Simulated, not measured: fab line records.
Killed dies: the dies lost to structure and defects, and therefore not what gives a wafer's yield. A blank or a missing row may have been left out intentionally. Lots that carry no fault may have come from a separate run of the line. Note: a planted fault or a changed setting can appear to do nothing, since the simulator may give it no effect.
Chamber matching || flow nand harc || rie diel-08 running NHARC_A_CHANNEL_FILL_D1_STRIP_28: 4 sister chambers
The step strips in O2, time 20 s. 16 wafers are shown with their chamber, then 8 later ones without.

== WAFERS WITH THEIR CHAMBER ==
{"wafer": "L077.2", "chamber": 2, "showerhead plenum p Torr (Torr)": 3.77, "drypump motor current A (A)": 5.4, "oes product au (a.u.)": 0.987}
{"wafer": "L077.4", "chamber": 1, "showerhead plenum p Torr (Torr)": 3.62, "drypump motor current A (A)": 6.5, "oes product au (a.u.)": 1.004}
{"wafer": "L077.6", "chamber": 1, "showerhead plenum p Torr (Torr)": 3.62, "drypump motor current A (A)": 6.6, "oes product au (a.u.)": 0.992}
{"wafer": "L079.2", "chamber": 2, "showerhead plenum p Torr (Torr)": 3.77, "drypump motor current A (A)": 5.4, "oes product au (a.u.)": 0.986}
{"wafer": "L079.5", "chamber": 2, "showerhead plenum p Torr (Torr)": 3.77, "drypump motor current A (A)": 5.4, "oes product au (a.u.)": 0.991}
{"wafer": "L079.6", "chamber": 1, "showerhead plenum p Torr (Torr)": 3.62, "drypump motor current A (A)": 6.5, "oes product au (a.u.)": 1.003}
{"wafer": "L080.3", "chamber": 1, "showerhead plenum p Torr (Torr)": 3.62, "drypump motor current A (A)": 6.6, "oes product au (a.u.)": 1.001}
{"wafer": "L080.4", "chamber": 3, "showerhead plenum p Torr (Torr)": 3.56, "drypump motor current A (A)": 5.6, "oes product au (a.u.)": 1.005}
{"wafer": "L080.6", "chamber": 0, "showerhead plenum p Torr (Torr)": 3.58, "drypump motor current A (A)": 6.7, "oes product au (a.u.)": 1.003}
{"wafer": "L081.2", "chamber": 3, "showerhead plenum p Torr (Torr)": 3.55, "drypump motor current A (A)": 5.6, "oes product au (a.u.)": 1.009}
{"wafer": "L081.4", "chamber": 1, "showerhead plenum p Torr (Torr)": 3.62, "drypump motor current A (A)": 6.5, "oes product au (a.u.)": 0.995}
{"wafer": "L081.6", "chamber": 1, "showerhead plenum p Torr (Torr)": 3.62, "drypump motor current A (A)": 6.5, "oes product au (a.u.)": 0.996}
{"wafer": "L084.3", "chamber": 1, "showerhead plenum p Torr (Torr)": 3.62, "drypump motor current A (A)": 6.6, "oes product au (a.u.)": 1.010}
{"wafer": "L084.4", "chamber": 2, "showerhead plenum p Torr (Torr)": 3.77, "drypump motor current A (A)": 5.5, "oes product au (a.u.)": 0.995}
{"wafer": "L084.6", "chamber": 1, "showerhead plenum p Torr (Torr)": 3.62, "drypump motor current A (A)": 6.6, "oes product au (a.u.)": 1.001}
{"wafer": "L085.2", "chamber": 2, "showerhead plenum p Torr (Torr)": 3.77, "drypump motor current A (A)": 5.4, "oes product au (a.u.)": 0.982}

SIGNATURES (means of the wafers above)
{"reading": "showerhead plenum p Torr", "chamber 0": 3.5800, "chamber 1": 3.6200, "chamber 2": 3.7700, "chamber 3": 3.5550, "scatter within a chamber": 0.00204}
{"reading": "drypump motor current A", "chamber 0": 6.700, "chamber 1": 6.550, "chamber 2": 5.420, "chamber 3": 5.600, "scatter within a chamber": 0.0483}
{"reading": "oes product au", "chamber 0": 1.00300, "chamber 1": 1.00025, "chamber 2": 0.98820, "chamber 3": 1.00700, "scatter within a chamber": 0.00531}
Rule: for each reading, subtract the chamber's mean from the wafer's reading, divide by that reading's scatter and square the result; add these up over the readings and take the root, which gives the wafer's distance from the chamber. The wafer belongs to the nearest chamber; if the next one is less than 2 further off, it can't be placed. How the scatter is found: for the shown wafers, subtract from each reading the mean of its chamber, square and add these, divide the total by (wafers less chambers), then take the root.

== WAFERS WHOSE CHAMBER IS MISSING ==
{"wafer": "L085.3", "showerhead plenum p Torr (Torr)": 3.62, "drypump motor current A (A)": 6.5, "oes product au (a.u.)": 1.003}
{"wafer": "L085.5", "showerhead plenum p Torr (Torr)": 3.77, "drypump motor current A (A)": 5.4, "oes product au (a.u.)": 0.994}
{"wafer": "L087.3", "showerhead plenum p Torr (Torr)": 3.77, "drypump motor current A (A)": 5.4, "oes product au (a.u.)": 1.000}
{"wafer": "L087.4", "showerhead plenum p Torr (Torr)": 3.55, "drypump motor current A (A)": 5.6, "oes product au (a.u.)": 1.002}
{"wafer": "L087.6", "showerhead plenum p Torr (Torr)": 3.55, "drypump motor current A (A)": 5.6, "oes product au (a.u.)": 1.001}
{"wafer": "L093.1", "showerhead plenum p Torr (Torr)": 3.76, "drypump motor current A (A)": 5.4, "oes product au (a.u.)": 0.983}
{"wafer": "L093.5", "showerhead plenum p Torr (Torr)": 3.55, "drypump motor current A (A)": 5.6, "oes product au (a.u.)": 0.986}
{"wafer": "L093.6", "showerhead plenum p Torr (Torr)": 3.58, "drypump motor current A (A)": 6.7, "oes product au (a.u.)": 1.011}

== THE CHAMBER EACH PASSED THROUGH ==
{"wafer": "L085.3", "from the rows above": 1, "in truth": 1}
{"wafer": "L085.5", "from the rows above": 2, "in truth": 2}
{"wafer": "L087.3", "from the rows above": 2, "in truth": 2}
{"wafer": "L087.4", "from the rows above": 3, "in truth": 3}
{"wafer": "L087.6", "from the rows above": 3, "in truth": 3}
{"wafer": "L093.1", "from the rows above": 2, "in truth": 2}
{"wafer": "L093.5", "from the rows above": 3, "in truth": 3}
{"wafer": "L093.6", "from the rows above": 0, "in truth": 0}
Correctly placed: 8 of 8. Left unplaced by these rows: 0. Placed wrongly: 0.
